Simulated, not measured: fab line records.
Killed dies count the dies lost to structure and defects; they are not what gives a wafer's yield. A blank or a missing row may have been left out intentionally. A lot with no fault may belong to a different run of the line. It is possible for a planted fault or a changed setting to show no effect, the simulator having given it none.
fab line records	flow n5_finfet
record lots=6	wafers=18	last_day=17
route steps=1938 shown BEOL_M12@1639 PASSIVATION@1936
lots untouched by any fault: they come from a run of this same line in which no faults occurred
start_h: hours from the record's first day to the start of the lot's first wafer shown	wait_h: time in hours since the lot's previous step	" unchanged from the row above	L1.1+2: a single row standing in for several wafers	- no value, or no start given	* or withheld: withheld	< > ~ a bound
route shown NAME@n: names a module that has steps shown in the file, with the first one's number in the route	usual: mean and standard deviation over wafers with no fault	same: alike in all rows	chamber/n: place in a boat	sites: the reading at each site	_std_site: the values' standard deviation	_edge_site: outer sites' mean less inner sites'	radius_mm: for every site, how far away it sits from the centre of the wafer	mask NAME#n: copy n	behind: tool/chamber where the wafer was last shaped	hold: cause of the lot's hold/its duration in hours/its outcome	device: the n, p or np transistor that did not switch	end of line: the route-end tests of the same wafers	a step given without rows: its recipe and nothing more	killed: dies that structure and defects cost at the first sort, which is not the same as the wafer's yield	map: shows each die of a wafer: x if killed, . if not, _ if none is there
set.NAME: the setting as run; set.NAME@STEP: as run at that earlier step	model.NAME: the simulator's own value behind a step, which no gauge read
certain route steps with their lots: each step a table, each wafer a row
services: a tool's chamber out of use, with start hour (start_h, from the record's first day; less than 0 if before it), hours out, and reason
## steps
# step N5_BEOL_M12_TRENCH_ETCH_34
# recipe chemistry=C4F8/O2/Ar	target=SiOC	target_depth_a=3189.5	mask_material=SOC	pressure_mtorr=30	source_w=3000	bias_w=700	Ar_flow_sccm=400	C4F8_flow_sccm=15	O2_flow_sccm=8	he_inner_torr=15	he_outer_torr=30	time_s=125.5	ion_energy_ev=250
# usual bias_w=700.0/2	drypump_motor_current_A=5.7/0.43	he_outer_torr=29.99/0.055	oes_product_au=0.78/0.087	rf_vpp_V=667.6/1.8	showerhead_plenum_p_Torr=3.50/0.059	throttle_valve_pct=24.16/0.19
lot.wafer	tool	chamber	start_h	wait_h	bias_w	drypump_motor_current_A	he_outer_torr	oes_product_au	rf_hours_counter_h	rf_vpp_V	showerhead_plenum_p_Torr	throttle_valve_pct
L373.3	rie_diel-03	2	254.17	0.0	697.0	5.3	29.98	0.66	250	666.8	3.53	24.17
L373.4	"	0	"	"	699.7	5.8	30.00	0.87	57	671.9	3.61	24.17
L373.5	"	3	"	"	698.5	5.2	29.84	0.68	-	666.9	3.51	24.20
L380.2	rie_diel-05	1	289.70	0.0	698.5	5.1	30.04	0.73	181	665.7	3.36	23.69
L380.4	"	3	"	"	700.4	5.7	29.96	0.91	21	663.8	3.37	24.36
L380.5	"	2	"	"	699.9	6.0	30.04	0.89	-	667.0	3.47	24.05
L388.1	rie_diel-01	2	357.65	0.0	703.4	5.2	29.99	0.84	69	666.0	3.46	24.43
L388.2	"	0	"	"	700.8	6.4	30.06	0.67	253	665.9	3.52	24.24
L388.3	"	1	"	"	698.2	5.7	29.89	0.71	188	669.2	3.51	24.09
L389.2	rie_diel-03	2	360.88	0.0	699.2	5.3	30.02	0.89	34	667.9	3.52	23.81
L389.3	"	1	"	"	702.8	5.4	29.95	0.78	110	666.1	3.46	24.38
L389.6	"	2	"	"	698.8	5.3	29.96	0.88	-	666.3	3.52	23.82
L393.1	rie_diel-01	0	361.45	0.0	701.7	6.4	29.93	0.68	255	668.5	3.51	24.25
L393.4	"	2	"	"	699.3	5.2	29.94	0.83	-	668.0	3.46	24.42
L393.6	"	1	"	"	701.0	5.7	30.03	0.71	-	669.8	3.51	24.09
L390.3	rie_diel-03	1	362.71	0.0	700.5	5.3	30.04	0.79	111	665.9	3.46	24.38
L390.5	"	1	"	"	700.6	5.3	30.01	0.78	-	666.9	3.46	24.37
L390.6	"	0	"	"	699.6	5.9	29.87	0.80	-	670.1	3.58	24.21
# step N5_BEOL_M12_STRIP_70
# recipe chemistry=C4F8/O2/Ar	resist=SiARC	rf_frequency_hz=6e+07
# step N5_BEOL_M12_OCD_MEAS_35
# usual trench_depth_nm=319/4.6
lot.wafer	tool	chamber	start_h	wait_h	trench_depth_nm
L373.3	ocd-02	-	254.33	0.0	311
L373.4	"	-	"	"	325
L373.5	"	-	"	"	310
L380.2	ocd-02	-	289.86	0.0	317
L380.4	"	-	"	"	323
L380.5	"	-	"	"	317
L388.1	ocd-02	-	357.80	0.0	321
L388.2	"	-	"	"	309
L388.3	"	-	"	"	318
L389.2	ocd-01	-	361.04	0.0	322
L389.3	"	-	"	"	320
L389.6	"	-	"	"	321
L393.1	ocd-02	-	361.60	0.0	311
L393.4	"	-	"	"	322
L393.6	"	-	"	"	318
L390.3	ocd-01	-	362.87	0.0	317
L390.5	"	-	"	"	319
L390.6	"	-	"	"	322
# step N5_BEOL_M12_STRIP_37
# recipe chemistry=N2/H2	power_w=1000	temp_c=250	h2_frac=0.65	overash_fraction=0.3	pressure_mtorr=withheld	n2_flow_sccm=1750	h2_flow_sccm=3250
# usual drypump_motor_current_A=5.6/0.51	heater_power_w=326/7.6	oes_product_au=0.790/0.011
lot.wafer	tool	chamber	start_h	wait_h	drypump_motor_current_A	heater_power_w	oes_product_au	rf_hours_counter_h
L373.3	plasma_asher-01	0	254.39	0.1	5.0	321	0.797	-
L373.4	"	1	"	"	5.8	312	0.786	-
L373.5	"	1	"	"	5.8	321	0.799	-
L380.2	plasma_asher-02	0	289.89	0.0	6.4	334	0.809	76
L380.4	"	0	"	"	6.4	339	0.792	-
L380.5	"	1	"	"	5.2	332	0.799	-
L388.1	plasma_asher-01	1	357.84	0.0	5.8	316	0.785	141
L388.2	"	0	"	"	5.0	323	0.795	141
L388.3	"	0	"	"	5.0	322	0.803	-
L389.2	plasma_asher-02	1	361.08	0.0	5.3	331	0.797	90
L389.3	"	1	"	"	5.3	333	0.820	-
L389.6	"	1	"	"	5.3	335	0.798	-
L393.1	plasma_asher-01	1	361.64	0.0	5.8	313	0.802	143
L393.4	"	0	"	"	5.0	328	0.781	-
L393.6	"	0	"	"	5.0	323	0.809	-
L390.3	plasma_asher-01	0	362.92	0.1	5.0	324	0.783	-
L390.5	"	1	"	"	5.8	326	0.791	-
L390.6	"	0	"	"	5.0	331	0.780	-
# step N5_BEOL_M12_ETCH_38
# recipe chemistry=CF4/N2	target=SiCN	target_depth_a=687	taper_deg=2	time_s=73.4	ion_energy_ev=150	mask_material=SiO2	pressure_mtorr=40	source_w=430	bias_w=70	Ar_flow_sccm=100	cf4_flow_sccm=60	n2_flow_sccm=60
# step N5_BEOL_M12_PRECLEAN_39
# recipe chemistry=residue_remover	time_s=60	temp_c=40
# step N5_BEOL_M12_SRD_40
# recipe time_s=30	temp_c=23	rinse_liquid=diw	dry=n2_spin	spin_rpm=1500	dry_time_s=30
# step N5_BEOL_M12_DEGAS_41
# recipe ambient=vacuum	temp_c=250	time_s=60
# step N5_BEOL_M12_PRE_CLEAN_42
# recipe gas=H2/He	time_s=30	temp_c=250
# usual heater_power_w=344/28	susceptor_temp_C=249.99/0.17
lot.wafer	tool	chamber	start_h	wait_h	heater_power_w	susceptor_temp_C
L373.3	pvd_sputter-01	-	254.99	0.0	368	249.81
L373.4	"	-	"	"	334	250.00
L373.5	"	-	"	"	350	249.68
L380.2	pvd_sputter-03	-	292.37	0.0	293	249.86
L380.4	"	-	"	"	370	250.02
L380.5	"	-	"	"	326	250.04
L388.1	pvd_sputter-01	-	360.57	0.0	375	250.21
L388.2	"	-	"	"	399	250.00
L388.3	"	-	"	"	350	250.15
L389.2	pvd_sputter-01	-	365.23	0.0	372	249.82
L389.3	"	-	"	"	341	250.14
L389.6	"	-	"	"	356	250.02
L390.3	pvd_sputter-03	-	365.42	0.0	371	249.66
L390.5	"	-	"	"	372	249.60
L390.6	"	-	"	"	329	249.95
L393.1	pvd_sputter-02	-	365.43	0.0	306	250.20
L393.4	"	-	"	"	346	250.15
L393.6	"	-	"	"	307	250.34
# step N5_BEOL_M12_SPUTTER_43
# recipe material=TaN	target_thk_a=150	temp_c=50	bias_v=168.6	power_w=15000	chamber_pressure_pa=0.12	time_s=24.19
# step N5_BEOL_M12_SPUTTER_44
# recipe material=Ta	target_thk_a=100	temp_c=50	bias_v=80	power_w=15000	chamber_pressure_pa=0.07	time_s=16.13
# usual cathode_dc_power_W=15000/2.5	susceptor_temp_C=50.01/0.11	throttle_valve_pct=30.1/1.1
lot.wafer	tool	chamber	start_h	wait_h	cathode_dc_power_W	susceptor_temp_C	throttle_valve_pct
L373.3	pvd_sputter-01	-	255.11	0.0	14999	50.06	28.9
L373.4	"	-	"	"	15002	49.72	29.9
L373.5	"	-	"	"	14996	50.14	31.4
L380.2	pvd_sputter-03	-	292.49	0.0	14997	49.87	29.2
L380.4	"	-	"	"	15002	49.86	31.3
L380.5	"	-	"	"	15001	50.13	28.7
L388.1	pvd_sputter-01	-	360.69	0.0	14995	50.05	29.0
L388.2	"	-	"	"	15000	49.89	29.0
L388.3	"	-	"	"	15002	49.98	31.0
L389.2	pvd_sputter-01	-	365.35	0.0	15001	50.01	28.7
L389.3	"	-	"	"	15001	50.18	29.4
L389.6	"	-	"	"	15002	50.07	28.9
L390.3	pvd_sputter-03	-	365.54	0.0	14999	49.92	31.5
L390.5	"	-	"	"	14997	49.91	31.5
L390.6	"	-	"	"	14999	49.96	28.8
L393.1	pvd_sputter-02	-	365.55	0.0	15005	49.96	30.9
L393.4	"	-	"	"	14993	49.94	31.3
L393.6	"	-	"	"	15003	49.92	30.9
# step N5_BEOL_M12_SPUTTER_45
# recipe material=Cu	target_thk_a=800	temp_c=-20	bias_v=60	power_w=26000	chamber_pressure_pa=0.13	time_s=13.33
# usual cathode_dc_power_W=26000/4.9	susceptor_temp_C=-20.01/0.12	throttle_valve_pct=30.1/1.1
lot.wafer	tool	chamber	start_h	wait_h	cathode_dc_power_W	susceptor_temp_C	throttle_valve_pct
L373.3	pvd_sputter-01	-	255.19	0.0	26000	-20.02	28.7
L373.4	"	-	"	"	26003	-20.15	29.5
L373.5	"	-	"	"	26003	-20.09	31.2
L380.2	pvd_sputter-03	-	292.57	0.0	26002	-20.06	29.3
L380.4	"	-	"	"	25995	-20.11	31.5
L380.5	"	-	"	"	26000	-19.92	28.9
L388.1	pvd_sputter-01	-	360.77	0.0	25996	-20.18	28.9
L388.2	"	-	"	"	25998	-19.91	29.0
L388.3	"	-	"	"	25990	-19.77	31.0
L389.2	pvd_sputter-01	-	365.43	0.0	26005	-19.97	28.9
L389.3	"	-	"	"	25992	-20.17	29.4
L389.6	"	-	"	"	26000	-20.02	28.9
L390.3	pvd_sputter-03	-	365.62	0.0	25995	-19.81	31.4
L390.5	"	-	"	"	26000	-19.82	31.1
L390.6	"	-	"	"	26001	-19.92	28.7
L393.1	pvd_sputter-02	-	365.63	0.0	26003	-20.08	30.8
L393.4	"	-	"	"	26000	-20.05	31.0
L393.6	"	-	"	"	26000	-19.83	30.9
# step N5_BEOL_M12_ECD_47
# recipe material=Cu	target_thk_a=7200
lot.wafer	tool	chamber	start_h	wait_h	model.Cu_of_BEOL_M12_ECD_47.thk_nm
L373.3	ecd_cu-02	0	255.35	0.1	986
L373.4	"	1	"	"	716.6
L373.5	"	0	"	"	984.8
L380.2	ecd_cu-02	1	292.68	0.1	696.4
L380.4	"	0	"	"	712.6
L380.5	"	1	"	"	979.4
L388.1	ecd_cu-01	0	360.90	0.1	709.4
L388.2	"	1	"	"	721.6
L388.3	"	1	"	"	726.2
L389.2	ecd_cu-02	1	365.55	0.1	722.6
L389.3	"	1	"	"	715.2
L389.6	"	1	"	"	732.6
L393.1	ecd_cu-02	1	365.75	0.1	727.4
L393.4	"	1	"	"	722.2
L393.6	"	0	"	"	718.6
L390.3	ecd_cu-01	1	365.78	0.1	724
L390.5	"	1	"	"	725
L390.6	"	0	"	"	719.4
# step N5_BEOL_M12_ANNEAL_48
# recipe temp_c=225	time_s=90	ambient=N2
# step N5_PASSIVATION_PROBE_49
# usual defect_limited_yield=91.1/1.3	killed_at_M0_to_M3=35/11	killed_at_M4_up=13/5.4	killed_at_contacts=14/6.5	killed_at_front_end=41/11	killed_at_other=4/3.1	killed_dies=106/15	killed_open=69/12	killed_short=35/7	sort_bin_5_function=5.2/0.86	sort_bin_6_memory=3.4/0.64	sort_bin_8_speed=0.00/0.049	sort_n_pass=1074/15	sort_yield_pct=91.0/1.3
# same gross_dies=1180	killed_at_back_side=0	sort_bin_4_leakage[%]=0
lot.wafer	tool	chamber	start_h	wait_h	defect_limited_yield[%]	killed_at_M0_to_M3	killed_at_M4_up	killed_at_contacts	killed_at_front_end	killed_at_other	killed_dies	killed_open	killed_short	sort_bin_5_function[%]	sort_bin_6_memory[%]	sort_bin_8_speed[%]	sort_n_pass	sort_yield_pct[%]
L373.3	prober-01	-	291.56	0.1	91.4	21	13	10	53	5	102	65	35	5.3	3.0	0	1078	91.4
L373.4	prober-01	-	291.61	0.2	93.1	21	12	3	44	2	82	51	28	3.6	2.9	0	1098	93.1
L373.5	prober-01	-	291.66	0.2	90.8	23	11	10	61	3	108	72	34	5.4	3.6	0	1072	90.8
L380.2	prober-01	-	321.52	0.1	90.4	43	14	13	36	7	113	76	36	4.9	3.9	0	1067	90.4
L380.4	prober-01	-	321.62	0.2	90.2	37	13	21	41	4	116	68	44	5.0	4.5	0	1064	90.2
L380.5	prober-01	-	321.67	0.2	88.8	34	13	30	49	6	132	91	37	6.4	4.5	0	1048	88.8
L388.1	prober-02	-	398.72	0.5	91.3	37	14	13	37	2	103	73	29	5.5	3.1	0	1077	91.3
L388.2	prober-02	-	398.77	0.6	88.7	54	19	17	40	3	133	81	50	6.7	4.2	0	1047	88.7
L388.3	prober-02	-	398.82	0.6	91.0	49	16	12	28	1	106	66	39	5.0	3.5	0	1074	91.0
L389.2	prober-02	-	406.77	0.1	90.0	60	23	8	26	1	118	76	39	6.5	3.3	0.59	1055	89.4
L389.3	prober-02	-	406.82	0.1	91.0	50	15	6	35	0	106	69	32	5.1	3.6	0	1074	91.0
L389.6	prober-02	-	406.97	0.3	91.9	38	13	10	31	4	96	60	34	4.3	3.4	0	1084	91.9
L390.3	prober-01	-	407.79	0.1	92.5	26	7	21	33	2	89	57	32	5.1	2.4	0	1091	92.5
L390.5	prober-01	-	407.89	0.2	88.5	48	17	29	35	7	136	106	30	6.7	4.5	0	1044	88.5
L390.6	prober-01	-	407.94	0.3	91.4	32	5	17	42	6	102	73	29	5.5	3.1	0	1078	91.4
L393.1	prober-02	-	412.07	0.0	91.3	25	11	10	52	5	103	68	33	5.3	3.0	0	1077	91.3
L393.4	prober-02	-	412.22	0.2	89.7	36	14	7	62	2	121	86	30	6.0	4.1	0	1059	89.7
L393.6	prober-02	-	412.32	0.3	92.9	17	8	19	39	1	84	61	19	4.5	2.5	0	1096	92.9
# killed by level:class
L373.3 STI_FIN_REVEAL:geometric_particle:open=12 FIN_SAQP:geometric_particle:open=8 GATE_CUT:geometric_particle:open=8 FIN_SAQP:geometric_particle:short=7 MOL_CONTACT_COAG:geometric_particle:open=7 BEOL_M4:geometric_particle:open=7 GATE_CUT:geometric_particle:short=5 DUMMY_GATE:geometric_particle:open=3
L373.4 DUMMY_GATE:geometric_particle:open=10 FIN_SAQP:geometric_particle:short=8 BEOL_M2:geometric_particle:open=7 BEOL_M1:geometric_particle:open=5 STARTING-WAFER:geometric_particle:short=5 ILD0:geometric_particle:open=4 STI_FIN_REVEAL:geometric_particle:open=3 ILD0:geometric_particle:short=3
L373.5 FIN_SAQP:geometric_particle:short=16 STI_FIN_REVEAL:geometric_particle:open=11 DUMMY_GATE:geometric_particle:open=9 BEOL_M4:geometric_particle:open=8 MOL_CONTACT_COAG:geometric_particle:open=7 FIN_SAQP:geometric_particle:open=6 GATE_CUT:geometric_particle:short=6 BEOL_M0_SAQP:geometric_particle:open=6
L380.2 STI_FIN_REVEAL:geometric_particle:open=12 MOL_CONTACT_COAG:geometric_particle:open=12 BEOL_M0_SAQP:geometric_particle:open=10 BEOL_M1:geometric_particle:open=9 BEOL_M1:geometric_particle:short=9 DUMMY_GATE:geometric_particle:open=6 STI_FIN_REVEAL:geometric_particle:short=5 BEOL_M0_SAQP:geometric_particle:short=5
L380.4 MOL_CONTACT_COAG:geometric_particle:open=15 GATE_CUT:geometric_particle:short=8 BEOL_M1:geometric_particle:open=8 BEOL_M0:geometric_particle:open=7 FIN_SAQP:geometric_particle:short=6 MOL_CONTACT_COAG:geometric_particle:short=6 BEOL_M3:geometric_particle:open=6 STARTING-WAFER:geometric_particle:short=5
L380.5 MOL_CONTACT_COAG:geometric_particle:open=24 STI_FIN_REVEAL:geometric_particle:open=15 BEOL_M0_SAQP:geometric_particle:open=10 FIN_SAQP:geometric_particle:open=8 GATE_CUT:geometric_particle:short=7 BEOL_M3:geometric_particle:open=6 BEOL_M1:geometric_particle:open=5 BEOL_M1:geometric_particle:short=5
L388.1 FIN_SAQP:geometric_particle:open=11 MOL_CONTACT_COAG:geometric_particle:open=11 BEOL_M0_SAQP:geometric_particle:open=9 FIN_SAQP:geometric_particle:short=6 BEOL_M0:geometric_particle:open=6 BEOL_M4:geometric_particle:open=6 STI_FIN_REVEAL:geometric_particle:open=5 BEOL_M2:geometric_particle:open=5
L388.2 BEOL_M0_SAQP:geometric_particle:short=20 MOL_CONTACT_COAG:geometric_particle:open=14 STI_FIN_REVEAL:geometric_particle:open=14 BEOL_M0_SAQP:geometric_particle:open=13 BEOL_M2:geometric_particle:open=10 BEOL_M4:geometric_particle:open=10 BEOL_M1:geometric_particle:open=4 STARTING-WAFER:geometric_particle:short=4
L388.3 BEOL_M0_SAQP:geometric_particle:open=22 BEOL_M0_SAQP:geometric_particle:short=19 BEOL_M4:geometric_particle:open=10 MOL_CONTACT_COAG:geometric_particle:open=9 FIN_SAQP:geometric_particle:short=6 DUMMY_GATE:geometric_particle:open=4 ILD0:geometric_particle:open=4 MOL_CONTACT_COAG:geometric_particle:short=3
L389.2 BEOL_M0_SAQP:geometric_particle:open=13 BEOL_M0_SAQP:geometric_particle:short=11 BEOL_M2:geometric_particle:open=10 BEOL_M5:geometric_particle:open=10 GATE_CUT:geometric_particle:short=9 BEOL_M1:geometric_particle:open=9 BEOL_M3:geometric_particle:open=7 STI_FIN_REVEAL:geometric_particle:open=5
L389.3 BEOL_M3:geometric_particle:open=12 BEOL_M1:geometric_particle:open=8 BEOL_M0_SAQP:geometric_particle:short=8 BEOL_M2:geometric_particle:open=8 BEOL_M4:geometric_particle:open=6 STI_FIN_REVEAL:geometric_particle:open=5 GATE_CUT:geometric_particle:short=5 BEOL_M0_SAQP:geometric_particle:open=5
L389.6 BEOL_M0_SAQP:geometric_particle:open=12 STI_FIN_REVEAL:geometric_particle:open=8 MOL_CONTACT_COAG:geometric_particle:open=8 BEOL_M1:geometric_particle:open=8 FIN_SAQP:geometric_particle:short=6 BEOL_M0_SAQP:geometric_particle:short=6 BEOL_M2:geometric_particle:open=5 BEOL_M5:geometric_particle:open=5
L390.3 MOL_CONTACT_COAG:geometric_particle:open=16 BEOL_M0_SAQP:geometric_particle:short=7 BEOL_M0_SAQP:geometric_particle:open=7 FIN_SAQP:geometric_particle:open=6 STI_FIN_REVEAL:geometric_particle:open=6 GATE_CUT:geometric_particle:short=5 MOL_CONTACT_COAG:geometric_particle:short=5 BEOL_M1:geometric_particle:open=4
L390.5 MOL_CONTACT_COAG:geometric_particle:open=23 BEOL_M3:geometric_particle:open=18 STI_FIN_REVEAL:geometric_particle:open=10 BEOL_M4:geometric_particle:open=9 DUMMY_GATE:geometric_particle:open=7 BEOL_M1:geometric_particle:open=7 BEOL_M0_SAQP:geometric_particle:open=7 FIN_SAQP:geometric_particle:open=6
L390.6 STI_FIN_REVEAL:geometric_particle:open=16 MOL_CONTACT_COAG:geometric_particle:open=10 BEOL_M0_SAQP:geometric_particle:open=10 BEOL_M0_SAQP:geometric_particle:short=9 MOL_CONTACT_COAG:geometric_particle:short=7 BEOL_M3:geometric_particle:open=6 FIN_SAQP:geometric_particle:short=5 DUMMY_GATE:geometric_particle:open=5
L393.1 STI_FIN_REVEAL:geometric_particle:open=14 FIN_SAQP:geometric_particle:open=13 FIN_SAQP:geometric_particle:short=13 MOL_CONTACT_COAG:geometric_particle:open=7 BEOL_M4:geometric_particle:open=7 BEOL_M2:geometric_particle:open=6 BEOL_M3:geometric_particle:open=6 STI_FIN_REVEAL:geometric_particle:short=3
L393.4 FIN_SAQP:geometric_particle:open=24 FIN_SAQP:geometric_particle:short=12 STI_FIN_REVEAL:geometric_particle:open=12 BEOL_M1:geometric_particle:open=9 MOL_CONTACT_COAG:geometric_particle:open=7 BEOL_M2:geometric_particle:open=7 STI_FIN_REVEAL:geometric_particle:short=5 BEOL_M0:geometric_particle:open=5
L393.6 MOL_CONTACT_COAG:geometric_particle:open=16 FIN_SAQP:geometric_particle:open=13 STI_FIN_REVEAL:geometric_particle:open=9 FIN_SAQP:geometric_particle:short=4 BEOL_M2:geometric_particle:open=4 GATE_CUT:geometric_particle:open=3 BEOL_M1:geometric_particle:open=3 BEOL_M5:geometric_particle:open=3
## services
tool	chamber	start_h	hours	kind
rie_diel-01	3	235.05	61.9	repair
rie_diel-03	2	254.30	-	clean
rie_diel-03	2	254.30	-	consumable_replace:focus_ring
rie_diel-05	2	271.67	4.7	repair
rie_diel-01	0	275.58	5.2	repair
rie_diel-05	1	291.08	6.5	repair
rie_diel-03	1	302.27	7.5	repair
ecd_cu-01	-	308.32	10.0	repair
rie_diel-05	0	309.54	-	clean
rie_diel-05	0	309.54	-	consumable_replace:focus_ring
rie_diel-05	0	309.54	12.0	scheduled_down
rie_diel-05	0	309.54	12.0	vent_cycle
rie_diel-03	3	315.27	-	clean
rie_diel-03	3	315.27	-	consumable_replace:focus_ring
rie_diel-03	3	315.27	38.3	scheduled_down
rie_diel-03	3	315.27	38.3	vent_cycle
rie_diel-01	0	317.42	11.6	repair
rie_diel-01	3	320.48	100.8	repair
rie_diel-03	2	326.80	3.5	repair
rie_diel-05	1	347.17	6.4	repair
rie_diel-03	3	360.01	6.0	repair
## key
first_sign none at tools or gauges
model_effect step=N5_BEOL_M12_ECD_47	value=Cu_of_BEOL_M12_ECD_47.thk_nm	without=719.7	struck=983.4
met_at N5_BEOL_M12_ECD_47
struck_wafers L373.3,L373.5,L380.5
fault kind=process_parameter_drift	tool=ecd_cu-02	chamber=-	onset_h=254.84	steps=N5_BEOL_M12_ECD_47	channel=target_thk_a	offset=*	shape=step	end_h=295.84	scope=struck_wafers_only	acts_in=*	stated=*
